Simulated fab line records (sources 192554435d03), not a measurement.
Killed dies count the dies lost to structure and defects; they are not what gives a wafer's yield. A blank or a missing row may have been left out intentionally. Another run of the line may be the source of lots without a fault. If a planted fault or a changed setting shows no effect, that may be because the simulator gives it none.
Chamber matching | flow n5 finfet | N5_BEOL_M11_DEP_56 on pecvd-01 has 3 sister chambers
The step deposits SiCN from 3MS/NH3, target thk 30 nm, time 10.5 s. 6 wafers are shown with their chamber, then 8 later ones without.

== WAFERS PAIRED WITH THEIR CHAMBERS ==
wafer  | chamber | throttle valve pct (%) | showerhead plenum p Torr (Torr)
L080.2 | 2       | 16.0                   | 4.141
L082.2 | 1       | 19.1                   | 4.144
L082.6 | 2       | 16.2                   | 4.150
L089.4 | 0       | 17.1                   | 4.155
L089.6 | 1       | 19.2                   | 4.140
L092.2 | 0       | 17.4                   | 4.157

== WAFERS WHOSE CHAMBER IS MISSING ==
wafer  | throttle valve pct (%) | showerhead plenum p Torr (Torr)
L092.5 | 17.3                   | 4.158
L092.6 | 19.4                   | 4.150
L093.3 | 16.5                   | 4.167
L093.4 | 16.2                   | 4.140
L093.5 | 19.2                   | 4.129
L095.1 | 17.2                   | 4.166
L095.5 | 16.5                   | 4.146
L095.6 | 19.6                   | 4.139

== CHAMBER TAKEN BY EACH ==
wafer  | from the rows above     | in truth
L092.5 | 0                       | 0
L092.6 | 1                       | 1
L093.3 | can't be placed: 0 or 2 | 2
L093.4 | 2                       | 2
L093.5 | 1                       | 1
L095.1 | 0                       | 0
L095.5 | 2                       | 2
L095.6 | 1                       | 1
Correctly placed: 7 of 8. Not placeable from these rows: 1 (in 1, the candidates include the true chamber). Number placed wrongly: 0.
How it was worked out, from the rows above alone: a wafer's distance from a chamber is the root of the sum, over the readings, of the square of ((its reading less the chamber's mean) divided by the reading's scatter). The wafer belongs to the nearest chamber; if the next one is less than 2 further off, it can't be placed. The mean given for a chamber averages the wafers shown for that chamber. The scatter: take each reading less its chamber's mean, square it, sum over the shown wafers, divide by the number of wafers less the number of chambers, and take the root.
